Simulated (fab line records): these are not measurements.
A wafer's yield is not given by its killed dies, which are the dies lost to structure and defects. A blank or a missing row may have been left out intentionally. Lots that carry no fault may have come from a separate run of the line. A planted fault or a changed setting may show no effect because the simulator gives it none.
Matching of chambers -- flow n5Finfet -- 4 sister chambers for N5_DUMMY_GATE_ETCH_31 on rieDiel-04
The step etches SiO2 in C4F6/O2, target depth 82.5 nm, time 27.5 s. 4 wafers are shown with their chamber, then 7 later ones without.

EACH WAFER AND ITS CHAMBER
wafer,chamber,showerheadPlenumPTorr (Torr)
L086.4,2,2.85
L088.5,0,2.73
L090.1,3,2.97
L090.5,1,2.96

WAFERS WITH NO CHAMBER GIVEN
wafer,showerheadPlenumPTorr (Torr)
L090.6,2.85
L092.1,2.97
L092.2,2.84
L092.4,2.95
L097.1,2.84
L097.2,2.95
L097.6,2.72

CHAMBER TAKEN BY EACH
wafer,from the rows above,in truth
L090.6,2,2
L092.1,can't be placed: 3 or 1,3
L092.2,2,2
L092.4,can't be placed: 1 or 3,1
L097.1,2,2
L097.2,can't be placed: 1 or 3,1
L097.6,0,0
4 of 7 placed correctly. Can't be placed from these rows: 3 (the true chamber is among the candidates in 3). 0 placed wrongly.
How it was worked out, from the rows above alone: a wafer's distance from a chamber is the root of the sum, over the readings, of the square of ((its reading less the chamber's mean) divided by the reading's scatter). The wafer belongs to the nearest chamber; if the next one is less than 2 further off, it can't be placed. A chamber's mean is the mean of its shown wafers. The scatter (one wafer shown for each chamber): square how far every hidden wafer sits from the nearest shown wafer, average those squares and take the square root.
